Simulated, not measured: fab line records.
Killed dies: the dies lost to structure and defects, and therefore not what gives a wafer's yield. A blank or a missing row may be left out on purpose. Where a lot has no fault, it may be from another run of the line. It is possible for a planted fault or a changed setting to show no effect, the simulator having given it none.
Which tool is to blame? :: flow nand_harc :: Sampling: 13 lots, 39 wafers, 5 of 1159 route steps

WHAT THE GAUGES SHOWED, per wafer
NHARC_END_SORT_01. Usual: killed_at_array 28, standard deviation 11; killed_at_other 0.7, standard deviation 1.1; killed_at_periphery 2.9, standard deviation 2; killed_dies 32, standard deviation 11; killed_open 3.2, standard deviation 1.8; killed_short 2.0, standard deviation 1.4.
lot: L982
measured: day 21 21:52
on: prober-01
killed_at_array: 49 287 40
killed_at_other: 1 0 1
killed_at_periphery: 2 1 3
killed_dies: 52 288 44
killed_open: 1 4 3
killed_short: 2 1 2
flag: OFF

WHICH TOOL RAN EACH LOT (tool, then ch and the chambers of the sampled wafers, then the start)
lot: L973
NHARC_A_STAIRCASE_CMP_152: cmp-03 ch 0,3, day 13 19:55
NHARC_A_STAIRCASE_CMP_472: cmp-02 ch 0,1,2, day 13 21:26
NHARC_A_SGD_CUT_DEP_00: pecvd-01 ch 1,2, day 13 21:53
NHARC_A_SGD_CUT_DESCUM_14: rie_diel-03 ch 0,1, day 13 22:47

lot: L974
NHARC_A_STAIRCASE_CMP_152: cmp-02 ch 1,3, day 13 20:12
NHARC_A_STAIRCASE_CMP_472: cmp-03 ch 0,1,2, day 13 21:38
NHARC_A_SGD_CUT_DEP_00: pecvd-02 ch 1,2, day 13 22:05
NHARC_A_SGD_CUT_DESCUM_14: rie_diel-07 ch 1,2, day 13 22:58

lot: L975
NHARC_A_STAIRCASE_CMP_152: cmp-03 ch 0,2,3, day 13 20:12
NHARC_A_STAIRCASE_CMP_472: cmp-03 ch 1,3, day 13 21:46
NHARC_A_SGD_CUT_DEP_00: pecvd-01 ch 0,1, day 13 22:13
NHARC_A_SGD_CUT_DESCUM_14: rie_diel-12 ch 0,1,3, day 13 22:59

lot: L978
NHARC_A_STAIRCASE_CMP_152: cmp-04 ch 2,3, day 14 10:20
NHARC_A_STAIRCASE_CMP_472: cmp-02 ch 1,2,3, day 14 11:48
NHARC_A_SGD_CUT_DEP_00: pecvd-03 ch 0,2, day 14 12:19
NHARC_A_SGD_CUT_DESCUM_14: rie_diel-07 ch 2,3, day 14 13:06

lot: L976
NHARC_A_STAIRCASE_CMP_152: cmp-02 ch 0,3, day 14 10:58
NHARC_A_STAIRCASE_CMP_472: cmp-04 ch 0,1,3, day 14 12:23
NHARC_A_SGD_CUT_DEP_00: pecvd-02 ch 1,2, day 14 12:51
NHARC_A_SGD_CUT_DESCUM_14: rie_diel-03 ch 0,2,3, day 14 13:44

lot: L977
NHARC_A_STAIRCASE_CMP_152: cmp-02 ch 1,2,3, day 14 17:45
NHARC_A_STAIRCASE_CMP_472: cmp-03 ch 0,1,3, day 14 19:15
NHARC_A_SGD_CUT_DEP_00: pecvd-01 ch 0,1, day 14 19:40
NHARC_A_SGD_CUT_DESCUM_14: rie_diel-07 ch 1,2,3, day 14 20:35

lot: L979
NHARC_A_STAIRCASE_CMP_152: cmp-02 ch 1,2, day 15 02:22
NHARC_A_STAIRCASE_CMP_472: cmp-03 ch 0,3, day 15 04:04
NHARC_A_SGD_CUT_DEP_00: pecvd-01 ch 0,1,2, day 15 04:28
NHARC_A_SGD_CUT_DESCUM_14: rie_diel-07 ch 1,2,3, day 15 05:16

lot: L982
NHARC_A_STAIRCASE_CMP_152: cmp-02 ch 0,2,3, day 15 21:54
NHARC_A_STAIRCASE_CMP_472: cmp-04 ch 0,1,2, day 15 23:18
NHARC_A_SGD_CUT_DEP_00: pecvd-01 ch 0,2, day 15 23:43
NHARC_A_SGD_CUT_DESCUM_14: rie_diel-12 ch 0,1, day 16 03:10

lot: L984
NHARC_A_STAIRCASE_CMP_152: cmp-03 ch 0,1,3, day 17 05:41
NHARC_A_STAIRCASE_CMP_472: cmp-02 ch 0,1,2, day 17 07:04
NHARC_A_SGD_CUT_DEP_00: pecvd-02 ch 0,1,2, day 17 07:28
NHARC_A_SGD_CUT_DESCUM_14: rie_diel-07 ch 0,2,3, day 17 08:23

lot: L991
NHARC_A_STAIRCASE_CMP_152: cmp-03 ch 2,3, day 18 10:05
NHARC_A_STAIRCASE_CMP_472: cmp-03 ch 0,1,2, day 18 11:31
NHARC_A_SGD_CUT_DEP_00: pecvd-02 ch 0,1,2, day 18 11:56
NHARC_A_SGD_CUT_DESCUM_14: rie_diel-03 ch 2,3, day 18 12:50

lot: L993
NHARC_A_STAIRCASE_CMP_152: cmp-04 ch 0,3, day 18 17:20
NHARC_A_STAIRCASE_CMP_472: cmp-02 ch 2,3, day 18 18:43
NHARC_A_SGD_CUT_DEP_00: pecvd-02 ch 0,1,2, day 18 19:17
NHARC_A_SGD_CUT_DESCUM_14: rie_diel-07 ch 0,2,3, day 18 20:10

lot: L996
NHARC_A_STAIRCASE_CMP_152: cmp-03 ch 0,2, day 19 12:05
NHARC_A_STAIRCASE_CMP_472: cmp-03 ch 0,1,2, day 19 13:30
NHARC_A_SGD_CUT_DEP_00: pecvd-01 ch 0,1,2, day 19 13:53
NHARC_A_SGD_CUT_DESCUM_14: rie_diel-07 ch 2,3, day 19 14:49

lot: L994
NHARC_A_STAIRCASE_CMP_152: cmp-04 ch 0,1, day 19 22:07
NHARC_A_STAIRCASE_CMP_472: cmp-02 ch 0,2,3, day 19 23:35
NHARC_A_SGD_CUT_DEP_00: pecvd-01 ch 0,1, day 19 23:58
NHARC_A_SGD_CUT_DESCUM_14: rie_diel-12 ch 1,2,3, day 20 00:53
- NHARC_A_STAIRCASE_CMP_152: polishes.
- NHARC_A_STAIRCASE_CMP_472: polishes SiO2.
- NHARC_A_SGD_CUT_DEP_00: deposits SiNx, target thk 50 nm.
- NHARC_A_SGD_CUT_DESCUM_14: chemistry O2, time 3 s.

WHAT THE TOOLS THEMSELVES READ (means of the sampled wafers that have a number; where no wafer has one, the mark that the record gives instead)
NHARC_A_STAIRCASE_CMP_152. Usual: motor_current_A 12.2 A, standard deviation 1.1; retaining_ring_pressure_frac 1.000, standard deviation 0.0044.
lot: L973
tool: cmp-03
motor_current_A (A): 13.3
retaining_ring_pressure_frac: 0.997
flag: 

lot: L974
tool: cmp-02
motor_current_A (A): 12.2
retaining_ring_pressure_frac: 1.001
flag: 

lot: L975
tool: cmp-03
motor_current_A (A): 12.4
retaining_ring_pressure_frac: 0.997
flag: 

lot: L978
tool: cmp-04
motor_current_A (A): 11.7
retaining_ring_pressure_frac: 0.999
flag: 

lot: L976
tool: cmp-02
motor_current_A (A): 11.7
retaining_ring_pressure_frac: 1.000
flag: 

lot: L977
tool: cmp-02
motor_current_A (A): 11.9
retaining_ring_pressure_frac: 1.002
flag: 

lot: L979
tool: cmp-02
motor_current_A (A): 12.5
retaining_ring_pressure_frac: 0.999
flag: 

lot: L982
tool: cmp-02
motor_current_A (A): 12.2
retaining_ring_pressure_frac: 0.999
flag: 

lot: L984
tool: cmp-03
motor_current_A (A): 12.5
retaining_ring_pressure_frac: 0.999
flag: 

lot: L991
tool: cmp-03
motor_current_A (A): 12.1
retaining_ring_pressure_frac: 1.000
flag: 

lot: L993
tool: cmp-04
motor_current_A (A): 13.0
retaining_ring_pressure_frac: 0.998
flag: 

lot: L996
tool: cmp-03
motor_current_A (A): 12.3
retaining_ring_pressure_frac: 0.997
flag: 

lot: L994
tool: cmp-04
motor_current_A (A): 13.2
retaining_ring_pressure_frac: 1.003
flag: 

NHARC_A_STAIRCASE_CMP_472. Usual: motor_current_A 12.2 A, standard deviation 1.1; retaining_ring_pressure_frac 1.000, standard deviation 0.0053.
lot: L973
tool: cmp-02
motor_current_A (A): 12.7
retaining_ring_pressure_frac: 1.005
flag: 

lot: L974
tool: cmp-03
motor_current_A (A): 11.7
retaining_ring_pressure_frac: 1.003
flag: 

lot: L975
tool: cmp-03
motor_current_A (A): 12.7
retaining_ring_pressure_frac: 1.003
flag: 

lot: L978
tool: cmp-02
motor_current_A (A): 11.9
retaining_ring_pressure_frac: 0.998
flag: 

lot: L976
tool: cmp-04
motor_current_A (A): 11.9
retaining_ring_pressure_frac: 0.997
flag: 

lot: L977
tool: cmp-03
motor_current_A (A): 12.3
retaining_ring_pressure_frac: 1.000
flag: 

lot: L979
tool: cmp-03
motor_current_A (A): 12.8
retaining_ring_pressure_frac: 1.001
flag: 

lot: L982
tool: cmp-04
motor_current_A (A): 12.4
retaining_ring_pressure_frac: 1.002
flag: 

lot: L984
tool: cmp-02
motor_current_A (A): 13.1
retaining_ring_pressure_frac: 1.002
flag: 

lot: L991
tool: cmp-03
motor_current_A (A): 12.0
retaining_ring_pressure_frac: 0.997
flag: 

lot: L993
tool: cmp-02
motor_current_A (A): 11.4
retaining_ring_pressure_frac: 1.006
flag: 

lot: L996
tool: cmp-03
motor_current_A (A): 11.8
retaining_ring_pressure_frac: 0.999
flag: 

lot: L994
tool: cmp-02
motor_current_A (A): 11.8
retaining_ring_pressure_frac: 1.001
flag: 

NHARC_A_SGD_CUT_DEP_00. Usual: heater_power_w 772 W, standard deviation 110.
lot: L973
tool: pecvd-01
heater_power_w (W): 851
flag: 

lot: L974
tool: pecvd-02
heater_power_w (W): 651
flag: 

lot: L975
tool: pecvd-01
heater_power_w (W): 857
flag: 

lot: L978
tool: pecvd-03
heater_power_w (W): 719
flag: 

lot: L976
tool: pecvd-02
heater_power_w (W): 748
flag: 

lot: L977
tool: pecvd-01
heater_power_w (W): 859
flag: 

lot: L979
tool: pecvd-01
heater_power_w (W): 755
flag: 

lot: L982
tool: pecvd-01
heater_power_w (W): 792
flag: 

lot: L984
tool: pecvd-02
heater_power_w (W): 833
flag: 

lot: L991
tool: pecvd-02
heater_power_w (W): 786
flag: 

lot: L993
tool: pecvd-02
heater_power_w (W): 836
flag: 

lot: L996
tool: pecvd-01
heater_power_w (W): 770
flag: 

lot: L994
tool: pecvd-01
heater_power_w (W): 756
flag: 

NHARC_A_SGD_CUT_DESCUM_14. Usual: drypump_motor_current_A 5.8 A, standard deviation 0.5; oes_product_au 0.997 a.u., standard deviation 0.0095; rf_vpp_V 57.6 V, standard deviation 0.9; showerhead_plenum_p_Torr 1.87 Torr, standard deviation 0.082; throttle_valve_pct 11.311 %, standard deviation 0.0084.
lot: L973
tool: rie_diel-03
drypump_motor_current_A (A): 5.4
oes_product_au (a.u.): 0.979
rf_vpp_V (V): 56.7
showerhead_plenum_p_Torr (Torr): 1.82
throttle_valve_pct (%): 11.311
flag: 

lot: L974
tool: rie_diel-07
drypump_motor_current_A (A): 6.0
oes_product_au (a.u.): 0.999
rf_vpp_V (V): 57.4
showerhead_plenum_p_Torr (Torr): 1.82
throttle_valve_pct (%): 11.315
flag: 

lot: L975
tool: rie_diel-12
drypump_motor_current_A (A): 5.3
oes_product_au (a.u.): 1.002
rf_vpp_V (V): 57.6
showerhead_plenum_p_Torr (Torr): 1.82
throttle_valve_pct (%): 11.311
flag: 

lot: L978
tool: rie_diel-07
drypump_motor_current_A (A): 6.6
oes_product_au (a.u.): 0.998
rf_vpp_V (V): 57.8
showerhead_plenum_p_Torr (Torr): 1.84
throttle_valve_pct (%): 11.314
flag: 

lot: L976
tool: rie_diel-03
drypump_motor_current_A (A): 5.8
oes_product_au (a.u.): 0.991
rf_vpp_V (V): 57.9
showerhead_plenum_p_Torr (Torr): 1.91
throttle_valve_pct (%): 11.308
flag: 

lot: L977
tool: rie_diel-07
drypump_motor_current_A (A): 6.3
oes_product_au (a.u.): 0.999
rf_vpp_V (V): 57.6
showerhead_plenum_p_Torr (Torr): 1.83
throttle_valve_pct (%): 11.309
flag: 

lot: L979
tool: rie_diel-07
drypump_motor_current_A (A): 6.3
oes_product_au (a.u.): 0.994
rf_vpp_V (V): 57.7
showerhead_plenum_p_Torr (Torr): 1.83
throttle_valve_pct (%): 11.320
flag: 

lot: L982
tool: rie_diel-12
drypump_motor_current_A (A): 5.5
oes_product_au (a.u.): 1.001
rf_vpp_V (V): 57.5
showerhead_plenum_p_Torr (Torr): 1.81
throttle_valve_pct (%): 11.315
flag: 

lot: L984
tool: rie_diel-07
drypump_motor_current_A (A): 6.2
oes_product_au (a.u.): 0.997
rf_vpp_V (V): 56.9
showerhead_plenum_p_Torr (Torr): 1.89
throttle_valve_pct (%): 11.316
flag: 

lot: L991
tool: rie_diel-03
drypump_motor_current_A (A): 6.1
oes_product_au (a.u.): 0.999
rf_vpp_V (V): 58.0
showerhead_plenum_p_Torr (Torr): 1.97
throttle_valve_pct (%): 11.304
flag: 

lot: L993
tool: rie_diel-07
drypump_motor_current_A (A): 6.2
oes_product_au (a.u.): 0.996
rf_vpp_V (V): 58.3
showerhead_plenum_p_Torr (Torr): 1.89
throttle_valve_pct (%): 11.311
flag: 

lot: L996
tool: rie_diel-07
drypump_motor_current_A (A): 6.6
oes_product_au (a.u.): 1.001
rf_vpp_V (V): 57.1
showerhead_plenum_p_Torr (Torr): 1.86
throttle_valve_pct (%): 11.306
flag: 

lot: L994
tool: rie_diel-12
drypump_motor_current_A (A): 5.4
oes_product_au (a.u.): 0.999
rf_vpp_V (V): 57.4
showerhead_plenum_p_Torr (Torr): 1.90
throttle_valve_pct (%): 11.316
flag: 

THE ANSWER, worked out from the rows above alone
Rule: a lot counts as off when the mean over its wafers that have a number is more than 3 standard deviations away from the usual mean. A lot without any number at a reading at which 4 lots or more have one is off too. All remaining lots with rows at the step are treated as sound. First the gauges in route order, then the tools' own readings, where a lot's mean is used as printed above. At the first step where some lot is off, the reading lying furthest off is the one used; lots without a number count as furthest.
Off at NHARC_END_SORT_01 (killed_at_array): L982. Neither off nor sound, because the step has no rows for them: L973, L974, L975, L978, L976, L977, L979, L984, L991, L993, L996, L994.
A tool fits if, at a process step before that reading, it ran every lot that is off, and no sound lot after the first of them. Those tools and the gauges at NHARC_END_SORT_01 are tried in the same way. Can't be told from this: 5 tools fit, cmp-02 at NHARC_A_STAIRCASE_CMP_152, cmp-04 at NHARC_A_STAIRCASE_CMP_472, pecvd-01 at NHARC_A_SGD_CUT_DEP_00, rie_diel-12 at NHARC_A_SGD_CUT_DESCUM_14, prober-01 at NHARC_END_SORT_01.

WHAT WAS PUT IN BY THE SIMULATOR
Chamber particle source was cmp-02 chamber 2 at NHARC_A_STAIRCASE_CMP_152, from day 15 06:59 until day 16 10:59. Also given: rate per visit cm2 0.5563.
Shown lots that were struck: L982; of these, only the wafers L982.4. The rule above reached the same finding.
